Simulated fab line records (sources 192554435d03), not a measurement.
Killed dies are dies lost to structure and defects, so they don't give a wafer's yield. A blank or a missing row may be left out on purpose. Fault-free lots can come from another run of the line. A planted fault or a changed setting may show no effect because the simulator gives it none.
Chamber matching | flow n5-finfet | N5_BEOL_M6_CURE_74 on uv-cure-03: 3 sister chambers
The step cures SiCOH lowk, time 240 s. 3 wafers are shown with their chamber, then 10 later ones without.

## WAFERS PAIRED WITH THEIR CHAMBERS
wafer  | chamber | wafer_temp_C_max
L078.3 | 1       | 386.1
L079.5 | 0       | 387.0
L090.3 | 2       | 386.6

## WAFERS WITHOUT THEIR CHAMBER
wafer  | wafer_temp_C_max
L090.5 | 385.9
L093.2 | 386.0
L093.5 | 386.4
L093.6 | 386.1
L095.1 | 386.4
L095.2 | 386.6
L095.3 | 386.6
L096.3 | 387.0
L096.5 | 386.5
L096.6 | 386.4

## WHICH CHAMBER EACH WENT THROUGH
wafer  | from the rows above     | in truth
L090.5 | 1                       | 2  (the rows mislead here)
L093.2 | 1                       | 1
L093.5 | can't be placed: 2 or 1 | 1
L093.6 | 1                       | 1
L095.1 | can't be placed: 2 or 1 | 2
L095.2 | 2                       | 2
L095.3 | 2                       | 2
L096.3 | 0                       | 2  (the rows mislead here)
L096.5 | 2                       | 2
L096.6 | can't be placed: 2 or 1 | 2
Placed correctly: 5 of 10. Can't be placed from these rows: 3 (the true chamber is among the candidates in 3). Placed wrongly: 2.
How it was worked out, from the rows above alone: a wafer's distance from a chamber is the root of the sum, over the readings, of the square of ((its reading less the chamber's mean) divided by the reading's scatter). The wafer belongs to the nearest chamber; if the next one is less than 2 further off, it can't be placed. For every chamber, the mean is computed from those of its wafers that are shown. The scatter: root of mean squared gap, hidden wafer to nearest shown wafer, with one shown wafer a chamber.
